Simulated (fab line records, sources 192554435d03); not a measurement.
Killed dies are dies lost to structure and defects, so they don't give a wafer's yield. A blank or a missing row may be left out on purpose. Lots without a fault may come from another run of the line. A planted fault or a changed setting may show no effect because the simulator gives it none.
Problem report in the 8D (eight disciplines) form, filled by code | flow n5_finfet | the parts of the form that need people (team, actions taken, sign-off) are left out

1. THE PROBLEM
M11_OVL at N5_BEOL_M11_OVL_MEAS_12 reads a mean of 10.3 nm on 9 wafers of 3 lots; wafers without a fault read 0.3 nm with a standard deviation of 0.83. That is +12 standard deviations from the usual mean.
First seen on wafer L852.2, day 14 14:19, on overlay-01. The record holds 31 wafers of 11 lots with a number at this step. Rule for "out", or "out of limits": more than 4 standard deviations from the usual mean. The other wafers with a number count as sound.

2. WHAT IT IS AND WHAT IT IS NOT
question                    | is                     | is not
which readings at this step | M11_OVL                | -
which lots                  | L852, L855, L859       | L849, L853, L854, L856, L862, L864, L866, L868
which wafers of those lots  | all that have a number | -
read on which gauges        | overlay-01             | overlay-02
when                        | from day 14 14:19      | up to then (8 sound wafers); but 14 sound wafers of L856, L862, L864, L866, L868 came after

3. SUSPECTS, AND WHAT RULES EACH OUT
Counting: a tool at a process step up to the reading stays a suspect if it ran every lot that is out and no sound lot after the first of them.
- the gauge at N5_BEOL_M11_OVL_MEAS_12: kept. All the wafers that are out were read on overlay-01, and no step on other tools shows them out.
- pecvd-01 at N5_BEOL_M11_ILD_DEP_00 (deposits SiCOH lowk from DEMS/porogen, target thk 308.51 nm, time 58 s): ruled out as a lasting fault. Sound lots L864, L866 ran on it after its first lot that is out, L852 (day 14 12:20).
- arfi_scanner-03 at N5_BEOL_M11_EXPOSE_08 (exposes mask M11): kept. It ran every lot that is out, first L852 (day 14 14:10), and no sound lot after that; its last sound lot up to then is L853 (day 13 18:39).
Left after counting: arfi_scanner-03 at N5_BEOL_M11_EXPOSE_08, overlay-01 at N5_BEOL_M11_OVL_MEAS_12.

4. THE CAUSE (what the simulator had put in)
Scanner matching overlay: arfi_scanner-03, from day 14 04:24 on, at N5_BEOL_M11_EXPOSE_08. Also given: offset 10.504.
Counting left 2 suspects, and this tool is among them.

5. THE CHAIN OF EFFECTS, in route order
Each row: a reading whose mean over the struck wafers that have a number lies more than 3 standard deviations from the usual. Only readings for which the record gives a usual standard deviation are gone through. hours: the time from each lot's start at the first step in this table that gives one to its start at this step, as a median over the lots. sigmas: the change in usual standard deviations.
hours | step                    | reading | usual  | on struck wafers | change | sigmas
0     | N5_BEOL_M11_OVL_MEAS_12 | M11_OVL | 0.3 nm | 10.3             | +10.0  | +12

6. WHAT WOULD HAVE CAUGHT IT SOONER
In this record the first reading out of limits at a measuring or inspecting step was taken at day 14 14:19, 10 hours after the fault began at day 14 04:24.
Of the lots that are out (3), L855, L859 began N5_BEOL_M11_EXPOSE_08 on arfi_scanner-03 after day 14 14:19. A hold on the tool at that time would have spared those 2.
